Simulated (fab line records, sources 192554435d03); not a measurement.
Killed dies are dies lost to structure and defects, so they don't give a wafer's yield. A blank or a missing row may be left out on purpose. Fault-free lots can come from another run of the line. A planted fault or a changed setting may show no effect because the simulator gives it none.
The tool behind it: which one?    flow n5-finfet    12 lots with 36 wafers sampled at 2 steps, on a route of 1938 steps

WHAT THE GAUGES READ, wafer by wafer
N5_BEOL_M5_CD_MEAS_28: target cd 30.6 nm, target cd y 20 nm.
lot   measured      on         cd-nm (nm)
L074  day 9 15:40   cd-sem-03  30.7 30.9 31.0
L077  day 9 21:48   cd-sem-02  30.3 30.5 30.5
L079  day 10 15:29  cd-sem-02  30.7 30.6 31.0
L081  day 10 23:50  cd-sem-03  30.6 30.7 31.2
L083  day 11 10:20  cd-sem-03  30.5 31.0 30.9
L085  day 12 01:38  cd-sem-02  30.8 30.3 30.3
L088  day 12 22:37  cd-sem-01  29.9 30.6 30.4
L087  day 13 01:43  cd-sem-01  30.9 30.8 31.0
L090  day 13 19:08  cd-sem-02  30.3 30.6 30.3
L093  day 14 18:03  cd-sem-02  30.8 30.5 31.0
L094  day 14 22:18  cd-sem-01  29.9 30.2 30.2
L097  day 15 14:29  cd-sem-01  30.0 30.1 30.0

EACH LOT AND THE TOOL THAT RAN IT (in order: tool; ch and the chambers of the sampled wafers; start)
lot   N5_BEOL_M5_ETCH_62
L074  rie-diel-01 ch 1,2,3, day 9 14:02
L077  rie-diel-01 ch 0,3, day 9 20:03
L079  rie-diel-06 ch 0,1,2, day 10 14:23
L081  rie-diel-01 ch 2,3, day 10 21:54
L083  rie-diel-02 ch 0,1,3, day 11 07:38
L085  rie-diel-02 ch 0,1,2, day 12 00:43
L088  rie-diel-02 ch 0,1,2, day 12 21:56
L087  rie-diel-06 ch 0,1, day 13 00:49
L090  rie-diel-02 ch 0,2,3, day 13 17:41
L093  rie-diel-02 ch 0,2, day 14 15:35
L094  rie-diel-06 ch 0,3, day 14 20:00
L097  rie-diel-01 ch 2,3, day 15 12:59
- N5_BEOL_M5_ETCH_62: etches SOC in N2/H2, target depth 75 nm, overetch 15 nm, time 112.5 s.

THE ANSWER, worked out from the rows above alone
Rule: what is usual is taken from the lots themselves. Put in order of their means at a reading, lots are off if they are a third of the lots or fewer, leave a main group of 4 or more, and stand apart from it by a gap of 3 or more times the standard deviation of the main group's means; of several such gaps the widest counts. A main group is skipped when, at the precision printed for the reading in the tables above, its means are all equal. A lot without any number at a reading at which 4 lots or more have one is off too. All remaining lots with rows at the step are treated as sound.
Nothing can be told from this: no lot is off at any reading shown.

WHAT WAS PUT IN BY THE SIMULATOR
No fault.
